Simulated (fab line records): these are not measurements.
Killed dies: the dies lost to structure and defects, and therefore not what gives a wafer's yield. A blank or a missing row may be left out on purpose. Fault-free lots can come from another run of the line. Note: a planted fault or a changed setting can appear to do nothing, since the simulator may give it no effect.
The tool behind it: which one? || flow n5-finfet || 11 lots with 33 wafers sampled at 3 steps, on a route of 1938 steps

WHAT THE GAUGES READ, wafer by wafer
N5_FIN_SAQP_OCD_MEAS_76.
{"lot": "L075", "measured": "day 2 08:55", "on": "ocd-01", "trench-depth-nm (nm)": "119.0 119.7 117.4"}
{"lot": "L077", "measured": "day 2 21:46", "on": "ocd-02", "trench-depth-nm (nm)": "119.9 120.0 120.4"}
{"lot": "L079", "measured": "day 3 10:14", "on": "ocd-01", "trench-depth-nm (nm)": "119.5 117.8 118.2"}
{"lot": "L081", "measured": "day 3 21:22", "on": "ocd-02", "trench-depth-nm (nm)": "117.5 121.4 119.2"}
{"lot": "L083", "measured": "day 4 08:01", "on": "ocd-02", "trench-depth-nm (nm)": "121.4 119.4 119.4"}
{"lot": "L085", "measured": "day 4 22:13", "on": "ocd-01", "trench-depth-nm (nm)": "118.0 123.9 123.8"}
{"lot": "L087", "measured": "day 5 13:26", "on": "ocd-01", "trench-depth-nm (nm)": "119.6 120.1 122.1"}
{"lot": "L089", "measured": "day 5 20:53", "on": "ocd-01", "trench-depth-nm (nm)": "125.4 125.9 121.2"}
{"lot": "L091", "measured": "day 6 08:58", "on": "ocd-01", "trench-depth-nm (nm)": "118.7 117.3 117.3"}
{"lot": "L093", "measured": "day 6 21:02", "on": "ocd-01", "trench-depth-nm (nm)": "116.6 119.7 117.1"}
{"lot": "L095", "measured": "day 7 09:33", "on": "ocd-02", "trench-depth-nm (nm)": "121.3 118.0 124.5"}

TOOL THAT RAN EACH LOT (tool first, then ch and the chambers of the sampled wafers, then the start)
{"lot": "L075", "N5_FIN_SAQP_DENSIFY_62": "rtp-anneal-01 ch 0, day 2 03:37", "N5_FIN_SAQP_ETCH_52": "rie-diel-02 ch 0,1,2, day 2 04:49"}
{"lot": "L077", "N5_FIN_SAQP_DENSIFY_62": "rtp-anneal-01 ch 0, day 2 15:28", "N5_FIN_SAQP_ETCH_52": "rie-diel-03 ch 0,3, day 2 16:32"}
{"lot": "L079", "N5_FIN_SAQP_DENSIFY_62": "rtp-anneal-01 ch 0, day 3 04:03", "N5_FIN_SAQP_ETCH_52": "rie-diel-03 ch 0,2,3, day 3 05:18"}
{"lot": "L081", "N5_FIN_SAQP_DENSIFY_62": "rtp-anneal-02 ch 0, day 3 15:19", "N5_FIN_SAQP_ETCH_52": "rie-diel-02 ch 1,2,3, day 3 16:25"}
{"lot": "L083", "N5_FIN_SAQP_DENSIFY_62": "rtp-anneal-02 ch 0, day 4 02:36", "N5_FIN_SAQP_ETCH_52": "rie-diel-02 ch 0,1,2, day 4 03:58"}
{"lot": "L085", "N5_FIN_SAQP_DENSIFY_62": "rtp-anneal-01 ch 0, day 4 15:23", "N5_FIN_SAQP_ETCH_52": "rie-diel-06 ch 2,3, day 4 16:36"}
{"lot": "L087", "N5_FIN_SAQP_DENSIFY_62": "rtp-anneal-02 ch 0, day 5 06:14", "N5_FIN_SAQP_ETCH_52": "rie-diel-06 ch 1,2,3, day 5 07:31"}
{"lot": "L089", "N5_FIN_SAQP_DENSIFY_62": "rtp-anneal-01 ch 0, day 5 15:14", "N5_FIN_SAQP_ETCH_52": "rie-diel-03 ch 0,1,3, day 5 16:34"}
{"lot": "L091", "N5_FIN_SAQP_DENSIFY_62": "rtp-anneal-02 ch 0, day 6 03:23", "N5_FIN_SAQP_ETCH_52": "rie-diel-06 ch 2,3, day 6 04:32"}
{"lot": "L093", "N5_FIN_SAQP_DENSIFY_62": "rtp-anneal-01 ch 0, day 6 14:52", "N5_FIN_SAQP_ETCH_52": "rie-diel-03 ch 0,3, day 6 16:08"}
{"lot": "L095", "N5_FIN_SAQP_DENSIFY_62": "rtp-anneal-01 ch 0, day 7 03:46", "N5_FIN_SAQP_ETCH_52": "rie-diel-03 ch 0,1,2, day 7 05:00"}
- N5_FIN_SAQP_DENSIFY_62: time 60 s.
- N5_FIN_SAQP_ETCH_52: etches SOC in N2/H2, target depth 100 nm, overetch 20 nm, time 150 s.

THE ANSWER, worked out from the rows above alone
Rule: the lots themselves supply what counts as usual. Put in order of their means at a reading, lots are off if they are a third of the lots or fewer, leave a main group of 4 or more, and stand apart from it by a gap of 3 or more times the standard deviation of the main group's means; of several such gaps the widest counts. Not used: any main group whose means are identical at the precision the tables above print for the reading. Also off: a lot with no number at a reading for which 4 or more lots have one. Where the step has rows for the other lots, those lots are counted as sound.
Nothing can be told from this: no lot is off at any reading shown.

WHAT THE SIMULATOR HAD PUT IN
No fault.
